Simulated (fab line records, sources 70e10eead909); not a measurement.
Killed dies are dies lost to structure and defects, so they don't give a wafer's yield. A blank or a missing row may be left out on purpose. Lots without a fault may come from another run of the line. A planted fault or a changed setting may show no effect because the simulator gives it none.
A struck lot beside a sound one | flow nand_harc | 13 steps out of a route of 1302
Sound: wafers L345.1, L345.3, L345.4. Struck: wafers L349.2, L349.3, L349.4. The cause comes at the end.
At each step with rows: each side's tool, then ch and its chambers, then its first start. Under that, the readings that differ: sound wafers | struck wafers | difference of the means | sigmas: that difference in standard deviations of wafers without a fault.
alike: readings whose means differ by less than 2 such deviations, and words and numbers that are the same on both sides. not compared: withheld readings, readings that some wafer has no value for, bounds like >300 that may hide the same value, and numbers for which the record gives no deviation and whose values overlap.
The two part at a step that has a row with sigmas, a row that says differs or no value, or rows on one side only. Numbers that don't overlap but have no deviation are shown without sigmas and don't part them. A reading that every wafer of one side lacks parts them only if that side has two wafers or more.

NHARC_A_ZERO_WELL_INSPECT_17:
  sound on defect_inspect-02, day 8 21:38; struck on defect_inspect-01, day 10 09:23
  alike: raw_defect_count
then, 3 steps without rows for these wafers: NHARC_A_SOURCE_PLATE_PRECLEAN_00 (cleans in HF-LAST, time 60 s); NHARC_A_SOURCE_PLATE_SRD_01; NHARC_A_SOURCE_PLATE_OXIDE_02 (material SiO2, target thk 10 nm, ox time 1362 s).
NHARC_A_SOURCE_PLATE_THK_MEAS_09: measures by ellipsometry.
  sound on film_metro-02, day 9 03:44; struck on film_metro-02, day 10 15:38
  alike: thk_nm
then, 3 steps without rows for these wafers: NHARC_A_SOURCE_PLATE_PVD_04 (deposits WSi2, target thk 50 nm); NHARC_A_SOURCE_PLATE_CVD_03 (deposits poly-Si, target thk 200 nm, time 4000 s); NHARC_A_SOURCE_PLATE_ANNEAL_05 (time 1800 s).
NHARC_A_SOURCE_PLATE_THK_MEAS_06: measures by ellipsometry.
  sound on film_metro-01, day 9 19:43; struck on film_metro-01, day 11 05:07
  alike: thk_nm
NHARC_A_SOURCE_PLATE_INSPECT_08:
  sound on defect_inspect-02, day 9 19:47; struck on defect_inspect-01, day 11 05:11
  alike: raw_defect_count
NHARC_A_ONON_D1_DEP_00: target thk 1000 nm.
  sound on pecvd_onon-01 ch 0, day 9 19:51; struck on pecvd_onon-01 ch 0, day 11 05:19
  alike: susceptor_temp_C
NHARC_A_ONON_D1_THK_MEAS_02: measures by ellipsometry.
  sound on film_metro-01, day 9 20:21; struck on film_metro-02, day 11 05:56
  reading     | sound          | struck         | difference | sigmas
  thk_nm (nm) | 1002 1003 1004 | 1640 1641 1640 | +637       | +66
  not compared: hold
NHARC_END_SORT_01:
  the record has rows for the sound wafers here (prober-02 ch 0, day 26 01:37) and none for the struck ones

WHERE THEY PART
First at NHARC_A_ONON_D1_THK_MEAS_02; last, within this record, at NHARC_END_SORT_01.

WHY: what the simulator had put in
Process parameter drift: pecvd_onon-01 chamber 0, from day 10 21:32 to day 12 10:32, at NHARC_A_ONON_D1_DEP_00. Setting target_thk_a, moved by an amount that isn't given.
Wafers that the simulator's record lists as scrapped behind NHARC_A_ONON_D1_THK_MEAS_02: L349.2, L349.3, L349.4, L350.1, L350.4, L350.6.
